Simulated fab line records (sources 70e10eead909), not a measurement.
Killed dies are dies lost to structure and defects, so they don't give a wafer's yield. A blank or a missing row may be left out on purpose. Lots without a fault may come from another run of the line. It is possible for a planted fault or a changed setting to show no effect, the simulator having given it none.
fab line records	flow nandHarc	part 2 of 2: steps 5 to 6 of 6
record lots=24	wafers=72	lastDay=34
route steps=1302 shown P_ZERO_WELL@14 P_M0@270 A_START@389 A_CHANNEL_HOLE_D1@468
lots with no fault: from the same line, run without faults
startH: hours from the record's opening day to when the first of the lot's shown wafers began	waitH: hours since the lot's step before	" repeats the value in the row above	L1.1+2: several wafers, shown together as one row	- no value present, or no start provided	* or withheld: withheld	< > ~ a bound
route shown NAME@n: a module of which the file shows steps, and the number in the route of the first	usual: average and standard deviation across the fault-free wafers	same: alike in all rows	chamber/n: place in a boat	sites: readings site by site	_std_site: the standard deviation of these	_edge_site: the outer-site mean with the inner-site mean subtracted	radiusMm: for every site, how far away it sits from the centre of the wafer	mask NAME#n: copy n	behind: tool/chamber where the wafer was last shaped	hold: cause of the lot's hold/its duration in hours/its outcome	device: transistor that didn't switch, given as n, p or np	end of line: tests run on the same wafers once the route is complete	a step without rows: its recipe alone	killed: dies that structure and defects cost at the first sort, which is not the same as the wafer's yield	map: per-die view of a wafer (x killed, . not killed, _ where there is no die)
set.NAME: the setting that was run; set.NAME@STEP: the one run at that earlier step	model.NAME: the simulator's own value behind a step, which no gauge read
the route's steps for a sample of lots (tables are steps, rows are wafers)
services: a tool's chamber out of use, with start hour (startH, from the record's first day; less than 0 if before it), hours out, and reason
## steps
# step NHARC_A_CHANNEL_HOLE_D1_ETCH_34
# recipe targetDepthA=1540	timeS=77	cf4FlowSccm=100	chf3FlowSccm=30	arFlowSccm=0	rfW=500	biasW=200	chemistry=CF4/CHF3
# usual drypumpMotorCurrentA=5.8/0.45	oesProductAu=0.949/0.024	rfVppV=369.9/2.4	showerheadPlenumPTorr=1.56/0.068	throttleValvePct=16.802/0.0083
lot.wafer	tool	chamber	startH	waitH	drypumpMotorCurrentA	oesProductAu	rfHoursCounterH	rfVppV	showerheadPlenumPTorr	throttleValvePct
L074.3	rieDiel-07	3	-	-	6.5	0.942	4	373.7	1.68	16.803
L074.2	"	0	"	"	6.0	0.964	4	369.1	1.52	16.792
L074.4	"	1	"	"	5.3	0.967	4	367.3	1.52	16.812
L075.1	rieDiel-07	1	-	-	5.3	0.928	5	369.5	1.52	16.806
L075.2	"	3	"	"	6.5	0.922	6	373.8	1.68	16.800
L075.5	"	1	"	"	5.3	0.930	-	368.7	1.52	16.815
L076.2	rieDiel-07	3	-	-	6.5	0.930	7	374.4	1.68	16.806
L076.3	"	1	"	"	5.4	0.928	7	369.6	1.52	16.794
L076.5	"	0	"	"	6.0	0.920	-	368.0	1.52	16.799
L077.3	rieDiel-13	1	-	-	6.2	0.980	11	368.8	1.49	16.807
L077.4	"	3	"	"	5.4	0.958	13	373.8	1.64	16.824
L077.5	"	1	"	"	6.3	0.976	-	369.0	1.49	16.788
L079.4	rieDiel-07	1	-	-	5.3	0.977	8	369.3	1.52	16.800
L079.2	"	2	"	"	5.5	0.974	8	368.2	1.53	16.809
L079.1	"	3	"	"	6.5	0.968	8	374.3	1.68	16.808
L078.4	rieDiel-13	1	-	-	6.3	0.930	17	367.7	1.49	16.797
L078.6	"	1	"	"	6.3	0.932	-	368.4	1.49	16.809
L078.5	"	2	"	"	5.3	0.934	-	369.1	1.51	16.794
L081.2	rieDiel-07	1	-	-	5.3	0.931	10	369.5	1.52	16.795
L081.1	"	3	"	"	6.4	0.929	10	374.0	1.68	16.804
L081.5	"	1	"	"	5.3	0.926	-	367.1	1.52	16.809
L080.4	rieDiel-07	3	-	-	6.5	0.959	10	374.4	1.68	16.801
L080.3	"	0	"	"	5.9	0.976	11	366.9	1.52	16.813
L080.6	"	1	"	"	5.3	0.996	-	367.9	1.51	16.811
L082.3	rieDiel-07	3	-	-	6.5	0.934	12	373.3	1.68	16.823
L082.4	"	0	"	"	5.9	0.916	13	368.4	1.52	16.802
L082.2	"	1	"	"	5.3	0.929	13	370.5	1.51	16.807
L083.3	rieDiel-07	3	-	-	6.4	0.934	13	374.1	1.68	16.820
L083.2	"	0	"	"	6.0	0.926	14	368.0	1.52	16.804
L083.6	"	2	"	"	5.6	0.923	-	368.9	1.53	16.805
L084.1	rieDiel-07	2	-	-	5.5	0.925	14	368.9	1.53	16.804
L084.3	"	3	"	"	6.5	0.934	14	373.7	1.68	16.796
L084.6	"	1	"	"	5.3	0.940	-	368.2	1.51	16.812
L085.1	rieDiel-07	2	-	-	5.6	0.922	15	368.3	1.53	16.798
L085.3	"	3	"	"	6.5	0.917	15	372.3	1.68	16.792
L085.6	"	1	"	"	5.3	0.935	-	367.8	1.51	16.813
L086.4	rieDiel-13	2	-	-	5.3	0.964	40	367.8	1.51	16.805
L086.5	"	2	"	"	5.3	0.958	-	368.7	1.51	16.809
L086.6	"	3	"	"	5.4	0.975	-	372.1	1.64	16.804
L087.2	rieDiel-07	3	-	-	6.4	0.969	0	375.2	1.68	16.800
L087.3	"	1	"	"	5.3	0.962	0	368.6	1.51	16.798
L087.4	"	3	"	"	6.4	0.964	-	374.6	1.68	16.794
L088.3	rieDiel-07	2	-	-	5.6	0.983	2	369.2	1.52	16.802
L088.2	"	3	"	"	6.5	0.971	2	374.0	1.68	16.805
L088.5	"	3	"	"	6.5	0.968	-	373.0	1.68	16.797
L089.4	rieDiel-07	2	-	-	5.6	0.967	3	369.2	1.52	16.795
L089.2	"	0	"	"	5.9	0.983	2	368.2	1.52	16.795
L089.5	"	3	"	"	6.5	0.976	-	374.9	1.68	16.790
L090.4	rieDiel-07	0	-	-	6.0	0.978	3	369.5	1.52	16.786
L090.1	"	2	"	"	5.6	0.980	4	368.3	1.52	16.805
L090.5	"	0	"	"	6.0	0.979	-	368.1	1.52	16.817
L092.3	rieDiel-07	2	-	-	5.6	0.983	6	367.9	1.52	16.814
L092.1	"	0	"	"	6.0	0.954	4	367.9	1.52	16.786
L092.5	"	1	"	"	5.3	0.976	-	370.2	1.51	16.808
L091.3	rieDiel-07	0	-	-	6.0	0.926	4	369.0	1.52	16.802
L091.1	"	3	"	"	6.5	0.941	6	372.9	1.68	16.800
L091.5	"	0	"	"	5.9	0.929	-	369.2	1.52	16.811
L093.3	rieDiel-02	2	-	-	6.5	0.957	47	369.6	1.55	16.806
L093.4	"	3	"	"	5.9	0.961	47	367.1	1.53	16.798
L093.5	"	1	"	"	5.0	0.964	-	367.0	1.46	16.798
L095.4	rieDiel-07	1	-	-	5.3	0.957	8	367.3	1.51	16.796
L095.6	"	1	"	"	5.3	0.954	-	368.0	1.51	16.791
L095.5	"	2	"	"	5.6	0.954	-	368.5	1.52	16.805
L094.3	rieDiel-13	0	-	-	6.3	0.945	13	371.1	1.56	16.798
L094.2	"	1	"	"	6.3	0.953	12	365.9	1.47	16.806
L094.4	"	2	"	"	5.3	0.961	7	369.0	1.50	16.805
L096.3	rieDiel-07	0	-	-	5.9	0.924	7	369.2	1.52	16.804
L096.1	"	2	"	"	5.6	0.935	9	368.1	1.52	16.786
L096.6	"	3	"	"	6.5	0.941	-	373.8	1.67	16.810
L097.3	rieDiel-07	3	-	-	6.4	0.950	10	373.0	1.68	16.803
L097.4	"	0	"	"	6.0	0.917	8	369.3	1.51	16.797
L097.5	"	3	"	"	6.5	0.942	-	373.9	1.67	16.801
# step NHARC_A_CHANNEL_HOLE_D1_ETCH_33
# recipe biasV=400	sourceW=2000	pressureMtorr=25	timeS=90	arFlowSccm=375	c4f8FlowSccm=41.7	o2FlowSccm=83.3	tempC=-20	targetDepthA=4000	chemistry=C4F8/O2/Ar
# usual drypumpMotorCurrentA=6.1/0.35	showerheadPlenumPTorr=3.70/0.062	throttleValvePct=27.618/0.0094
lot.wafer	tool	chamber	startH	waitH	drypumpMotorCurrentA	rfHoursCounterH	showerheadPlenumPTorr	throttleValvePct
L074.2	harEtch-01	0	184.29	0.2	5.8	92	3.77	27.624
L074.4	"	0	"	"	5.8	-	3.77	27.620
L074.3	"	1	"	"	6.1	-	3.66	27.612
L075.2	harEtch-02	0	192.06	0.2	6.6	294	3.81	27.617
L075.1	"	1	"	"	5.8	294	3.72	27.619
L075.5	"	1	"	"	5.9	-	3.72	27.631
L076.2	harEtch-02	1	213.69	0.2	5.8	306	3.71	27.614
L076.3	"	0	"	"	6.6	-	3.80	27.610
L076.5	"	0	"	"	6.7	-	3.80	27.594
L077.4	harEtch-01	0	215.62	0.2	5.8	-	3.76	27.637
L077.3	"	1	"	"	6.2	-	3.65	27.606
L077.5	"	0	"	"	5.7	-	3.76	27.599
L079.2	harEtch-01	0	227.69	0.2	5.7	118	3.76	27.599
L079.1	"	1	"	"	6.1	118	3.64	27.627
L079.4	"	0	"	"	5.8	-	3.76	27.616
L078.4	harEtch-02	1	233.05	0.2	5.8	-	3.70	27.636
L078.6	"	1	"	"	5.8	-	3.70	27.615
L078.5	"	0	"	"	6.7	-	3.79	27.614
L081.1	harEtch-01	1	246.10	0.2	6.1	126	3.64	27.612
L081.2	"	0	"	"	5.8	126	3.75	27.619
L081.5	"	1	"	"	6.1	-	3.64	27.620
L080.4	harEtch-02	0	246.30	0.2	6.6	-	3.79	27.617
L080.3	"	1	"	"	5.8	-	3.70	27.623
L080.6	"	1	"	"	5.8	-	3.70	27.614
L082.2	harEtch-01	0	265.98	0.2	5.7	134	3.75	27.618
L082.3	"	1	"	"	6.1	-	3.64	27.632
L082.4	"	0	"	"	5.7	-	3.75	27.611
L083.2	harEtch-01	1	274.39	0.2	6.1	142	3.63	27.628
L083.3	"	1	"	"	6.1	-	3.63	27.622
L083.6	"	0	"	"	5.8	-	3.75	27.617
L084.1	harEtch-02	0	289.42	0.2	6.6	351	3.78	27.617
L084.3	"	1	"	"	5.8	-	3.69	27.621
L084.6	"	0	"	"	6.6	-	3.78	27.623
L085.1	harEtch-02	0	293.57	0.2	6.7	355	3.77	27.606
L085.3	"	0	"	"	6.6	-	3.78	27.621
L085.6	"	0	"	"	6.7	-	3.77	27.617
L086.4	harEtch-01	0	306.89	0.2	5.7	-	3.73	27.623
L086.5	"	1	"	"	6.1	-	3.62	27.627
L086.6	"	0	"	"	5.7	-	3.73	27.616
L087.2	harEtch-02	0	309.66	0.2	6.6	367	3.77	27.614
L087.3	"	0	"	"	6.6	-	3.77	27.602
L087.4	"	1	"	"	5.8	-	3.68	27.624
L088.2	harEtch-02	1	328.72	0.2	5.8	374	3.67	27.622
L088.3	"	0	"	"	6.6	-	3.76	27.624
L088.5	"	1	"	"	5.8	-	3.67	27.612
L089.2	harEtch-02	0	332.95	0.2	6.6	378	3.76	27.607
L089.4	"	0	"	"	6.6	-	3.76	27.620
L089.5	"	1	"	"	5.8	-	3.67	27.616
L090.1	harEtch-01	0	354.53	0.2	5.7	180	3.72	27.611
L090.4	"	1	"	"	6.1	-	3.61	27.641
L090.5	"	0	"	"	5.7	-	3.72	27.628
L091.1	harEtch-01	1	358.72	0.2	6.1	184	3.61	27.617
L091.3	"	1	"	"	6.2	-	3.61	27.619
L091.5	"	0	"	"	5.7	-	3.72	27.621
L092.1	harEtch-02	0	360.99	0.3	6.6	405	3.75	27.623
L092.3	"	0	"	"	6.6	-	3.75	27.609
L092.5	"	0	"	"	6.6	-	3.75	27.614
L093.4	harEtch-01	0	370.93	0.2	5.7	-	3.72	27.619
L093.3	"	1	"	"	6.1	-	3.60	27.616
L093.5	"	0	"	"	5.7	-	3.72	27.598
L095.4	harEtch-01	1	393.69	0.2	6.2	-	3.59	27.635
L095.5	"	0	"	"	5.7	-	3.71	27.615
L095.6	"	1	"	"	6.1	-	3.59	27.609
L094.2	harEtch-01	1	397.74	0.2	6.1	214	3.59	27.628
L094.3	"	1	"	"	6.2	-	3.59	27.616
L094.4	"	0	"	"	5.7	-	3.70	27.632
L096.1	harEtch-02	1	402.87	0.2	5.8	7	3.66	27.631
L096.3	"	0	"	"	6.6	-	3.73	27.615
L096.6	"	0	"	"	6.6	-	3.73	27.629
L097.4	harEtch-01	1	424.20	0.2	6.1	-	3.58	27.605
L097.3	"	0	"	"	5.8	-	3.69	27.613
L097.5	"	1	"	"	6.1	-	3.58	27.628
## services
tool	chamber	startH	hours	kind
rieDiel-12	3	4.29	5.2	repair
rieDiel-05	2	30.76	1.3	repair
rieDiel-05	-	52.60	9.0	pm
rieDiel-05	-	89.73	17.7	repair
rieDiel-12	-	91.82	9.0	pm
rieDiel-07	3	91.95	7.0	repair
rieDiel-07	0	101.86	3.0	repair
rieDiel-12	2	113.94	9.8	repair
rieDiel-05	1	115.26	12.1	repair
rieDiel-07	-	117.30	9.0	pm
rieDiel-07	3	136.23	8.5	repair
rieDiel-12	2	144.60	1.7	repair
rieDiel-12	1	162.17	1.2	repair
rieDiel-12	3	205.13	6.5	repair
rieDiel-05	-	229.60	9.0	pm
rieDiel-12	3	233.64	3.6	repair
rieDiel-07	1	251.76	3.7	repair
rieDiel-12	-	268.82	9.0	pm
rieDiel-05	3	272.43	5.9	repair
rieDiel-05	0	283.35	2.7	repair
rieDiel-07	0	296.34	14.7	repair
rieDiel-05	3	321.50	4.2	repair
rieDiel-05	-	406.60	9.0	pm
rieDiel-05	1	415.69	3.3	repair
